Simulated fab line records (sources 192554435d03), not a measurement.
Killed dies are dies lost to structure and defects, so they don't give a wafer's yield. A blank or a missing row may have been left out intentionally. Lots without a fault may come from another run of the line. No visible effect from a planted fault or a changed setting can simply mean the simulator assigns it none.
fab line records	flow n5Finfet
record lots=13	wafers=34	lastDay=16
route steps=1938 shown BEOL_M11@1536 BEOL_M15@1814 MIM_TOP@1834 PASSIVATION@1936
lots that met no fault: from a run of the same line without faults
startH: the number of hours between the record's first day and the start of the first shown wafer of the lot	waitH: time in hours since the lot's previous step	" unchanged from the row above	L1.1+2: a row that stands for several wafers	- no value, or no start was given	* or withheld: withheld	< > ~ a bound
route shown NAME@n: names a module that has steps shown in the file, with the first one's number in the route	usual: mean/standard deviation of fault-free wafers	same: alike in all rows	chamber/n: place in a boat	sites: per-site readings	_std_site: how widely they spread, as a standard deviation	_edge_site: mean of outer sites minus mean of inner sites	radiusMm: how far each site lies from the wafer's centre	mask NAME#n: copy n	behind: the last tool/chamber to shape the wafer	hold: why the lot went on hold/how many hours it stayed there/how the hold came to an end	device: names the non-switching transistor (n, p or np)	end of line: the same wafers' tests at the end of the route	a step given without rows: its recipe and nothing more	killed: dies that structure and defects cost at the first sort, which is not the same as the wafer's yield	map: per-die view of a wafer (x killed, . not killed, _ where there is no die)
set.NAME: the setting as run; set.NAME@STEP: as run at that earlier step	model.NAME: the simulator's own value behind a step, which no gauge read
route steps across a sampled set of lots; one table per step, one row per wafer
services: a tool's chamber out of use, with start hour (startH, from the record's first day; less than 0 if before it), hours out, and reason
## steps
# step N5_BEOL_M11_ILD_DEP_00
# recipe material=SiCOH_lowk	targetThkA=3085.1	tempC=300	precursor=DEMS/porogen	pressureTorr=5	rfW=500	timeS=58
# usual heaterPowerW=310/55	showerheadPlenumPTorr=5.741/0.018	throttleValvePct=14.2/0.75
lot.wafer	tool	chamber	startH	waitH	heaterPowerW	showerheadPlenumPTorr	throttleValvePct
L667.3	pecvd-03	1	208.89	0.1	279	5.749	15.0
L667.4	"	0	"	"	365	5.743	13.9
L667.5	"	1	"	"	277	5.750	15.2
L668.1	pecvd-01	1	223.19	0.0	307	5.754	13.7
L668.2	"	2	"	"	296	5.758	14.1
L668.3	"	0	"	"	337	5.754	15.2
L669.2	pecvd-02	1	230.17	0.0	397	5.720	14.7
L669.3	"	2	"	"	234	5.718	13.0
L669.6	"	0	"	"	306	5.730	14.1
L670.1	pecvd-03	1	230.96	0.0	241	5.747	15.0
L670.3	"	1	"	"	243	5.749	15.4
L670.6	"	1	"	"	245	5.749	15.0
L672.3	pecvd-01	1	241.57	0.0	314	5.741	13.6
L672.4	"	2	"	"	288	5.760	14.5
L672.5	"	0	"	"	377	5.771	15.2
L673.2	pecvd-01	0	248.16	0.0	388	5.776	15.1
L673.4	"	1	"	"	337	5.752	13.8
L673.6	"	0	"	"	388	5.752	15.1
L674.3	pecvd-01	2	264.90	0.0	256	5.747	14.6
L678.3	pecvd-01	2	280.13	0.0	286	5.754	14.7
L680.1	pecvd-03	0	301.47	0.0	325	5.743	14.2
L680.2	"	1	"	"	257	5.743	14.9
L680.3	"	2	"	"	285	5.731	12.8
L681.1	pecvd-03	0	305.32	0.0	361	5.741	13.8
L681.4	"	2	"	"	270	5.734	13.2
L681.5	"	0	"	"	371	5.739	13.8
L682.2	pecvd-02	1	312.91	0.0	382	5.730	14.9
L682.5	"	0	"	"	280	5.735	14.5
L682.6	"	1	"	"	391	5.730	14.8
L683.3	pecvd-02	1	320.14	0.0	347	5.724	14.9
L683.5	"	1	"	"	361	5.728	14.7
L688.1	pecvd-03	1	346.54	0.0	253	5.753	15.0
L688.2	"	0	"	"	379	5.726	14.1
L688.4	"	1	"	"	265	5.747	15.1
# step N5_BEOL_M15_ETCH_38
# recipe chemistry=CF4/N2	target=SiCN	targetDepthA=1064	taperDeg=2	timeS=120.5	ionEnergyEv=150	maskMaterial=SiO2	pressureMtorr=40	sourceW=430	biasW=70	Ar_flow_sccm=100	cf4FlowSccm=60	n2FlowSccm=60
# usual biasW=70.01/0.2	drypumpMotorCurrentA=5.7/0.34	oesProductAu=0.81/0.07	rfVppV=382.7/1.3	showerheadPlenumPTorr=2.23/0.044	throttleValvePct=15.30/0.19
lot.wafer	tool	chamber	startH	waitH	biasW	drypumpMotorCurrentA	oesProductAu	rfHoursCounterH	rfVppV	showerheadPlenumPTorr	throttleValvePct
L667.3	rieDiel-05	2	-	-	69.67	5.7	0.86	44	384.7	2.23	15.13
L667.4	"	3	"	"	70.14	5.8	0.85	25	383.7	2.27	14.94
L667.5	"	2	"	"	70.01	5.7	0.88	-	383.1	2.23	15.15
L668.1	rieDiel-05	0	-	-	70.14	5.0	0.71	239	384.3	2.27	15.42
L668.2	"	3	"	"	70.04	5.8	0.85	28	383.9	2.27	14.96
L668.3	"	1	"	"	70.12	5.6	0.82	70	382.6	2.24	15.30
L669.2	rieDiel-01	2	-	-	70.54	5.8	0.86	59	381.3	2.16	15.59
L669.3	"	3	"	"	70.13	6.2	0.89	25	382.2	2.17	15.06
L669.6	"	1	"	"	70.02	5.7	0.80	-	385.3	2.32	15.45
L670.1	rieDiel-04	1	-	-	69.79	5.0	0.73	193	382.5	2.26	15.25
L670.3	"	3	"	"	69.95	6.1	0.79	137	383.6	2.23	15.16
L670.6	"	0	"	"	70.08	5.4	0.71	-	383.0	2.28	15.56
L672.3	rieDiel-04	3	-	-	70.18	6.1	0.79	142	382.3	2.23	15.18
L672.4	"	2	"	"	70.03	6.0	0.91	30	383.7	2.23	15.38
L672.5	"	2	"	"	69.89	6.0	0.91	-	384.2	2.23	15.37
L673.2	rieDiel-01	0	-	-	70.04	5.6	0.92	12	381.6	2.17	15.17
L673.4	"	3	"	"	70.20	6.1	0.88	-	381.2	2.17	15.09
L673.6	"	0	"	"	69.93	5.6	0.92	-	382.5	2.17	15.18
L674.3	rieDiel-04	1	-	-	70.21	5.0	0.73	204	384.8	2.26	15.26
L678.3	rieDiel-04	2	-	-	70.30	6.0	0.89	42	382.7	2.22	15.39
L680.1	rieDiel-05	3	-	-	69.81	5.8	0.80	46	383.4	2.26	14.98
L680.2	"	2	"	"	70.03	5.7	0.83	67	384.0	2.23	15.20
L680.3	"	1	"	"	69.96	5.6	0.79	88	383.3	2.24	15.37
L681.1	rieDiel-01	0	-	-	69.79	5.6	0.88	29	382.9	2.16	15.20
L681.4	"	3	"	"	69.89	6.2	0.85	50	379.5	2.16	15.11
L681.5	"	0	"	"	69.83	5.6	0.87	-	381.9	2.16	15.21
L682.2	rieDiel-05	3	-	-	69.89	5.8	0.81	50	381.6	2.26	15.00
L682.5	"	2	"	"	70.02	5.7	0.83	-	382.5	2.22	15.20
L682.6	"	1	"	"	70.15	5.6	0.80	-	381.6	2.23	15.34
L683.3	rieDiel-01	0	-	-	70.01	5.6	0.86	33	380.0	2.16	15.22
L683.5	"	1	"	"	70.31	5.7	0.76	-	384.2	2.31	15.49
L688.1	rieDiel-01	0	-	-	69.68	5.6	0.85	43	381.1	2.16	15.25
L688.2	"	2	"	"	70.29	5.8	0.81	94	380.9	2.15	15.67
L688.4	"	3	"	"	69.70	6.2	0.84	61	381.7	2.16	15.12
# step N5_MIM_TOP_ALD_00
# recipe material=Al2O3	targetThkA=*	tempC=withheld	aldPrecursorFamily=TMA	aldCoReactant=O3	pulseTimeS=withheld	purgeTimeS=3	coReactantPurgeTimeS=withheld	coReactantPulseTimeS=3	aldCycles=withheld
# usual precursorPulseHeightRel=0.997/0.02
lot.wafer	tool	chamber	startH	waitH	precursorPulseHeightRel
L667.3	aldHk-02	1	250.73	0.1	1.023
L667.4	"	2	"	"	1.010
L667.5	"	3	"	"	0.998
L668.1	aldHk-03	0	262.51	0.1	1.014
L668.2	"	1	"	"	0.996
L668.3	"	2	"	"	1.027
L669.2	aldHk-03	3	265.52	0.1	1.004
L669.3	"	1	"	"	0.972
L669.6	"	1	"	"	0.971
L670.1	aldHk-01	1	268.86	0.1	0.993
L670.3	"	2	"	"	0.967
L670.6	"	0	"	"	1.002
L672.3	aldHk-01	0	279.17	0.1	0.952
L672.4	"	2	"	"	1.026
L672.5	"	0	"	"	1.018
L673.2	aldHk-01	2	286.88	0.1	1.021
L673.4	"	1	"	"	0.970
L673.6	"	1	"	"	1.019
L674.3	aldHk-01	0	293.98	0.1	0.992
L678.3	aldHk-02	3	314.92	0.1	1.000
L680.1	aldHk-03	1	333.89	0.1	0.997
L680.2	"	2	"	"	0.992
L680.3	"	3	"	"	1.014
L681.1	aldHk-03	2	341.17	0.1	0.999
L681.4	"	0	"	"	0.982
L681.5	"	0	"	"	1.030
L682.2	aldHk-02	1	345.20	0.1	0.987
L682.5	"	2	"	"	0.989
L682.6	"	1	"	"	1.015
L683.3	aldHk-03	0	352.15	0.1	1.014
L683.5	"	3	"	"	0.991
L688.1	aldHk-02	2	378.88	0.1	0.983
L688.2	"	3	"	"	1.039
L688.4	"	1	"	"	0.984
# step N5_MIM_TOP_ALD_02
# recipe material=Al2O3	targetThkA=*	tempC=withheld	aldPrecursorFamily=TMA	aldCoReactant=O3	pulseTimeS=withheld	purgeTimeS=3	coReactantPurgeTimeS=withheld	coReactantPulseTimeS=3	aldCycles=withheld
# usual precursorPulseHeightRel=1.000/0.02
lot.wafer	tool	chamber	startH	waitH	precursorPulseHeightRel
L667.3	aldHk-02	1	-	-	0.989
L667.4	"	2	"	"	0.975
L667.5	"	3	"	"	1.013
L668.1	aldHk-03	0	-	-	0.997
L668.2	"	1	"	"	1.010
L668.3	"	2	"	"	1.000
L669.2	aldHk-03	3	-	-	0.984
L669.3	"	1	"	"	1.007
L669.6	"	1	"	"	1.001
L670.1	aldHk-01	1	-	-	0.987
L670.3	"	2	"	"	0.998
L670.6	"	0	"	"	1.010
L672.3	aldHk-01	0	-	-	1.004
L672.4	"	2	"	"	0.970
L672.5	"	0	"	"	1.064
L673.2	aldHk-01	2	-	-	1.000
L673.4	"	1	"	"	0.982
L673.6	"	1	"	"	1.013
L674.3	aldHk-01	0	-	-	1.006
L678.3	aldHk-02	3	-	-	0.986
L680.1	aldHk-03	1	-	-	1.012
L680.2	"	2	"	"	0.988
L680.3	"	3	"	"	0.998
L681.1	aldHk-03	2	-	-	0.993
L681.4	"	0	"	"	0.979
L681.5	"	0	"	"	0.992
L682.2	aldHk-02	1	-	-	1.020
L682.5	"	2	"	"	1.020
L682.6	"	1	"	"	0.996
L683.3	aldHk-03	0	-	-	0.965
L683.5	"	3	"	"	0.987
L688.1	aldHk-02	2	-	-	0.961
L688.2	"	3	"	"	1.018
L688.4	"	1	"	"	0.983
# step N5_PASSIVATION_PROBE_49
# usual killed_at_M0_to_M3=34/8.9	killed_at_M4_up=13/4.6	killedAtContacts=12/5.5	killedAtFrontEnd=41/11	killedAtOther=3.1/2.9	killedDies=102/16	killedOnRim=13/4.2	killedOpen=66/11	killedShort=34/7.6
# same grossDies=1180	killedAtBackSide=0
lot.wafer	tool	chamber	startH	waitH	killed_at_M0_to_M3	killed_at_M4_up	killedAtContacts	killedAtFrontEnd	killedAtOther	killedDies	killedOnRim	killedOpen	killedShort
L670.1	prober-02	-	281.26	0.0	30	11	13	63	0	117	12	81	34
L670.3	prober-02	-	281.36	0.1	20	9	11	59	2	101	14	64	37
L670.6	prober-02	-	281.51	0.3	27	27	12	53	3	122	15	79	34
L674.3	prober-01	-	305.90	0.1	34	77	15	49	5	180	28	66	46
L678.3	prober-01	-	326.46	0.1	30	80	5	45	1	161	25	60	39
L682.2	prober-02	-	358.13	0.1	32	13	15	56	6	122	12	76	45
L682.5	prober-02	-	358.28	0.2	33	15	8	56	7	119	15	76	42
L682.6	prober-02	-	358.33	0.3	26	9	4	38	15	92	10	67	23
# killed by level:class
L670.1 STI_FIN_REVEAL:geometricParticle:open=17 MOL_CONTACT_COAG:geometricParticle:open=10 BEOL_M1:geometricParticle:open=9 FIN_SAQP:geometricParticle:open=7 DUMMY_GATE:geometricParticle:open=7 BEOL_M0_SAQP:geometricParticle:short=7 GATE_CUT:geometricParticle:open=6 BEOL_M4:geometricParticle:open=6
L670.3 FIN_SAQP:geometricParticle:open=18 FIN_SAQP:geometricParticle:short=12 MOL_CONTACT_COAG:geometricParticle:open=8 STI_FIN_REVEAL:geometricParticle:open=6 DUMMY_GATE:geometricParticle:open=6 STARTING-WAFER:geometricParticle:short=6 BEOL_M3:geometricParticle:open=5 BEOL_M1:geometricParticle:open=4
L670.6 MOL_CONTACT_COAG:geometricParticle:open=11 BEOL_M4:geometricParticle:open=11 FIN_SAQP:geometricParticle:short=8 BEOL_M1:geometricParticle:open=8 HKMG_FIN:areaEtch=8 STI_FIN_REVEAL:geometricParticle:open=7 BEOL_M5:geometricParticle:open=7 DUMMY_GATE:geometricParticle:open=6
L674.3 BEOL_M11:unspecified=68 STI_FIN_REVEAL:geometricParticle:open=21 BEOL_M0_SAQP:geometricParticle:short=15 BEOL_M0_SAQP:geometricParticle:open=13 MOL_CONTACT_COAG:geometricParticle:open=11 STI_FIN_REVEAL:geometricParticle:short=5 FIN_SAQP:geometricParticle:short=4 FIN_SAQP:geometricParticle:open=4
L678.3 BEOL_M11:unspecified=61 FIN_SAQP:geometricParticle:short=10 BEOL_M2:geometricParticle:open=9 BEOL_M0_SAQP:geometricParticle:short=8 STI_FIN_REVEAL:geometricParticle:open=7 GATE_CUT:geometricParticle:short=7 BEOL_M0_SAQP:geometricParticle:open=7 BEOL_M4:geometricParticle:open=5
L682.2 STI_FIN_REVEAL:geometricParticle:open=15 MOL_CONTACT_COAG:geometricParticle:open=12 DUMMY_GATE:geometricParticle:open=11 BEOL_M0_SAQP:geometricParticle:open=11 BEOL_M0_SAQP:geometricParticle:short=8 FIN_SAQP:geometricParticle:short=6 BEOL_M4:geometricParticle:open=6 STI_FIN_REVEAL:geometricParticle:short=5
L682.5 STI_FIN_REVEAL:geometricParticle:open=16 DUMMY_GATE:geometricParticle:open=8 BEOL_M0_SAQP:geometricParticle:short=8 BEOL_M3:geometricParticle:open=8 FIN_SAQP:geometricParticle:open=7 BEOL_M4:geometricParticle:open=7 GATE_CUT:geometricParticle:short=6 MOL_CONTACT_COAG:geometricParticle:open=5
L682.6 STI_FIN_REVEAL:geometricParticle:open=8 DUMMY_GATE:geometricParticle:open=8 BEOL_M0_SAQP:geometricParticle:open=8 MIM_TOP_ETCH:geometricParticle:short=8 GATE_CUT:geometricParticle:open=7 STARTING-WAFER:geometricParticle:open=5 BEOL_M2:geometricParticle:open=4 GATE_CUT:geometricParticle:short=4
## services
tool	chamber	startH	hours	kind
pecvd-01	-	186.49	2.8	pm
rieDiel-05	-	200.69	1.2	repair
rieDiel-04	3	204.29	12.3	repair
rieDiel-01	-	205.20	14.6	pm
aldHk-03	-	213.47	1.2	pm
rieDiel-05	0	231.27	1.3	repair
rieDiel-01	2	241.99	4.6	repair
pecvd-02	1	261.67	13.0	repair
pecvd-03	-	262.39	14.6	pm
pecvd-01	-	271.15	6.0	pm
rieDiel-01	2	279.08	5.3	repair
pecvd-03	0	282.40	9.6	repair
aldHk-01	-	291.14	0.3	repair
aldHk-02	-	294.52	0.8	repair
rieDiel-05	0	301.90	5.6	repair
pecvd-03	2	311.14	10.7	repair
rieDiel-01	3	339.32	3.9	repair
pecvd-02	-	348.21	5.5	pm
rieDiel-05	1	352.70	1.2	repair
rieDiel-01	2	358.50	3.5	repair
rieDiel-04	2	368.45	6.1	repair
rieDiel-05	2	370.24	2.6	repair
pecvd-01	0	376.50	2.1	repair
rieDiel-01	-	376.60	0.3	repair
## key
firstSign step=N5_PASSIVATION_PROBE_49	reading=killed_at_M4_up	direction=up	sigmas=14	usual=13	struck=78
effect step=N5_PASSIVATION_PROBE_49	reading=killedDies	direction=up	sigmas=4.3	usual=102	struck=170
moreKillsBornAt N5_BEOL_M11_ILD_DEP_00@pecvd-01=129
metAt N5_BEOL_M11_ILD_DEP_00
struckLots L674,L678
struckWafers L674.3,L678.3
testerLeftOut L674,L678
notActingAt N5_BEOL_M15_ETCH_38,N5_MIM_TOP_ALD_00,N5_MIM_TOP_ALD_02
onsetBetween 241.57 264.90
earlierFault kind=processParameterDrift	tool=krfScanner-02	chamber=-	onsetH=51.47	steps=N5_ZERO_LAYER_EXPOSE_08	channel=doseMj	offset=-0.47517	shape=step	actsIn=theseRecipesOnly	stated=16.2
fault kind=chamberParticleSource	tool=pecvd-01	chamber=2	onsetH=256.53	steps=N5_BEOL_M11_ILD_DEP_00	ratePerVisitCm2=0.92228
# testerLeftOut: of these lots the tester's yield and bins aren't shown, on N5 and GAA mostly nor the transistor test; their killed dies are dies lost to structure and defects alone, not to doping, threshold or leakage, so they don't give the yield
